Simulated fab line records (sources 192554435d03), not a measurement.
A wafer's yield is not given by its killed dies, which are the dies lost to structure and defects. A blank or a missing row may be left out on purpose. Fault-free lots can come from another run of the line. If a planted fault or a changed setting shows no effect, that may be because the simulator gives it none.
Matching of chambers || flow n5 finfet || N5_BEOL_M5_DESCUM_33 on rie diel-03 has 4 sister chambers
The step chemistry O2, time 7 s. 4 wafers are shown with their chamber, then 7 later ones without.

EACH WAFER AND ITS CHAMBER
{"wafer": "L081.2", "chamber": 0, "showerhead plenum p Torr (Torr)": 2.18}
{"wafer": "L084.4", "chamber": 3, "showerhead plenum p Torr (Torr)": 2.18}
{"wafer": "L090.2", "chamber": 2, "showerhead plenum p Torr (Torr)": 2.00}
{"wafer": "L090.5", "chamber": 1, "showerhead plenum p Torr (Torr)": 2.09}

WAFERS WHOSE CHAMBER IS MISSING
{"wafer": "L090.6", "showerhead plenum p Torr (Torr)": 2.00}
{"wafer": "L091.1", "showerhead plenum p Torr (Torr)": 2.09}
{"wafer": "L091.2", "showerhead plenum p Torr (Torr)": 2.18}
{"wafer": "L091.6", "showerhead plenum p Torr (Torr)": 2.17}
{"wafer": "L097.1", "showerhead plenum p Torr (Torr)": 2.17}
{"wafer": "L097.3", "showerhead plenum p Torr (Torr)": 2.17}
{"wafer": "L097.5", "showerhead plenum p Torr (Torr)": 2.09}

EACH ONE'S CHAMBER
{"wafer": "L090.6", "from the rows above": 2, "in truth": 2}
{"wafer": "L091.1", "from the rows above": 1, "in truth": 1}
{"wafer": "L091.2", "from the rows above": "can't be placed: 0 or 3", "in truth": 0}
{"wafer": "L091.6", "from the rows above": "can't be placed: 0 or 3", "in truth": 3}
{"wafer": "L097.1", "from the rows above": "can't be placed: 0 or 3", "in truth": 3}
{"wafer": "L097.3", "from the rows above": "can't be placed: 0 or 3", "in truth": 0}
{"wafer": "L097.5", "from the rows above": 1, "in truth": 1}
3 of 7 placed correctly. Unplaceable from these rows: 4, with the true chamber sitting among the candidates in 4. 0 placed wrongly.
How it was worked out, from the rows above alone: a wafer's distance from a chamber is the root of the sum, over the readings, of the square of ((its reading less the chamber's mean) divided by the reading's scatter). The wafer belongs to the nearest chamber; if the next one is less than 2 further off, it can't be placed. A chamber's mean is the mean of its shown wafers. The scatter: with one shown wafer a chamber, the root of the mean of the squares of how far each hidden wafer lies from its nearest shown one.
